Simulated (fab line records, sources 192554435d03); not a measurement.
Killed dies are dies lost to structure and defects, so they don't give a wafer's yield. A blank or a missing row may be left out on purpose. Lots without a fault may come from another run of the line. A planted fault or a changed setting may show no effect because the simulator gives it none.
Split-lot experiment | flow n5_finfet | 7 lots, 21 wafers read, on a route of 1938 steps

THE SPLIT
At N5_BEOL_M9_PECVD_70 (deposits SiO2 from TEOS/O2, target thk 20 nm, time 22.7 s), the setting time_s was moved away from the recipe's 22.7 s on 7 of the 21 wafers read, by -14.1% to +14.5%. The other wafers ran this setting at the recipe's value.

FROM THE SPLIT TO THE READING: what the file shows between them, 12 steps
- N5_BEOL_M9_HM_DEP_02: deposits TiN, target thk 20 nm (also split here: target_thk_a)
- N5_BEOL_M9_COAT_59: time 60 s, resist thk 100 nm
- N5_BEOL_M9_COAT_60: time 60 s, resist thk 30 nm
- N5_BEOL_M9_STRIP_68: strips in N2/H2
- N5_BEOL_M9_STRIP_67: strips in CF4
- N5_BEOL_M9_HM_OPEN_17: chemistry Cl2/BCl3, target TiN, target depth 20 nm, overetch 6 nm
- N5_BEOL_M9_STRIP_19: strips in O2
- N5_BEOL_M9_STRIP_73: strips in C4F6/O2
- N5_BEOL_M9_STRIP_36: strips in N2/H2
- N5_BEOL_M9_TRENCH_ETCH_37: etches SiCOH lowk in C4F6/O2, target depth 151.43 nm, time 49 s
- N5_BEOL_M9_ETCH_41: etches SiCN in CH3F/O2, target depth 36.6 nm, time 70.1 s
- N5_BEOL_M9_STRIP_80: strips in N2/H2, time 10 s

THE READING
SiO2_of_BEOL_M9_PECVD_70.thk_nm (the simulator's own value, which no gauge read), in nm, at N5_BEOL_M9_HM_STRIP_39 (strips TiN in peroxide tin strip, target depth 25 nm, time 158 s). The file gives no usual value for it. The 14 wafers here that ran the recipe average 20.0 nm, standard deviation 0.24 nm.

wafer  | tool, chamber at the split | time_s as run, s | against the recipe | SiO2_of_BEOL_M9_PECVD_70.thk_nm, nm | against lot-mates on the recipe
L078.3 | pecvd-02, 1                | 21.29            | -6.2%              | 18.6                                | -1.3
L078.5 | pecvd-02, 1                | 22.7             | recipe             | 19.8                                | -
L078.6 | pecvd-02, 2                | 22.7             | recipe             | 20                                  | -
L081.1 | pecvd-03, 2,1              | 19.5             | -14.1%             | 17.2                                | -3.0
L081.2 | pecvd-03, 2,1              | 19.5             | -14.1%             | 17.2                                | -3.0
L081.4 | pecvd-03, 0                | 22.7             | recipe             | 20.2                                | -
L083.2 | pecvd-01, 2                | 22.7             | recipe             | 19.8                                | -
L083.5 | pecvd-01, 0                | 22.7             | recipe             | 20                                  | -
L083.6 | pecvd-01, 1                | 22.7             | recipe             | 20.2                                | -
L082.1 | pecvd-02, 0                | 26               | +14.5%             | 22.6                                | +2.8
L082.3 | pecvd-02, 1                | 22.7             | recipe             | 19.4                                | -
L082.6 | pecvd-02, 0                | 22.7             | recipe             | 20.2                                | -
L084.1 | pecvd-01, 2                | 23.88            | +5.2%              | 21.2                                | +0.8
L084.3 | pecvd-01, 1                | 23.88            | +5.2%              | 21.2                                | +0.8
L084.5 | pecvd-01, 1                | 22.7             | recipe             | 20.4                                | -
L096.2 | pecvd-03, 1,2              | 22.7             | recipe             | 20                                  | -
L096.3 | pecvd-03, 2                | 22.7             | recipe             | 20                                  | -
L096.6 | pecvd-03, 1,2              | 22.7             | recipe             | 20.2                                | -
L097.2 | pecvd-01, 2                | 22.7             | recipe             | 19.8                                | -
L097.3 | pecvd-01, 1                | 25.74            | +13.4%             | 22.2                                | +2.3
L097.4 | pecvd-01, 1                | 22.7             | recipe             | 20                                  | -
Where a row lists several chambers, the file gives one row for several wafers and doesn't say which wafer went through which chamber.

THE FIT
A straight line over all 21 wafers: SiO2_of_BEOL_M9_PECVD_70.thk_nm changes by +0.19 nm for each +1% of time_s; r = +0.98; the points scatter about the line by 0.24 nm.
The same after taking each lot's own level away (the mean of its wafers on the recipe; 21 wafers): +0.196 nm for each +1%; r = +0.99; scatter 0.19 nm.
On that fit, the largest move of time_s shifts the reading by 2.9 nm.
The lots' own levels span 19.80 to 20.40 nm, that is 2.5 times the standard deviation above.
So the lot-to-lot level changes the slope little: the two slopes agree.
Check: with one of the wafers moved furthest among these (+14.5%) left out of the fit, the line predicts +2.78 nm for it against its lot-mates. It came out at +2.8 nm against them.

OTHER SPLITS ON THESE WAFERS
These wafers also went through other splits before the reading. Each is held against what the fit with the lots' levels taken away leaves over:
other split on the same wafers     | wafers away from the commonest value | r with SiO2_of_BEOL_M9_PECVD_70.thk_nm (lot level and that fit taken away)
N5_BEOL_M7_TRENCH_ETCH_37 source_w | 8                                    | +0.34
N5_BEOL_M9_HM_DEP_02 target_thk_a  | 3                                    | +0.17

THE WHOLE CHAIN: every reading that the file lists as answering this split, in the file's order
step                   | what it does                                                     | reading                                                                          | change (the file's fit)               | r (the file's)
N5_BEOL_M9_PECVD_70    | deposits SiO2 from TEOS/O2, target thk 20 nm, time 22.7 s        | SiO2_of_BEOL_M9_PECVD_70.thk_nm (the simulator's own value, which no gauge read) | +0.195 nm for each +1% of the setting | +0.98
N5_BEOL_M9_HM_STRIP_39 | strips TiN in peroxide tin strip, target depth 25 nm, time 158 s | SiO2_of_BEOL_M9_PECVD_70.thk_nm (the simulator's own value, which no gauge read) | +0.192 nm for each +1% of the setting | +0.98

THE FILE'S OWN FIT
SiO2_of_BEOL_M9_PECVD_70.thk_nm changes by +0.192 nm for each +1% of time_s, r = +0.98.
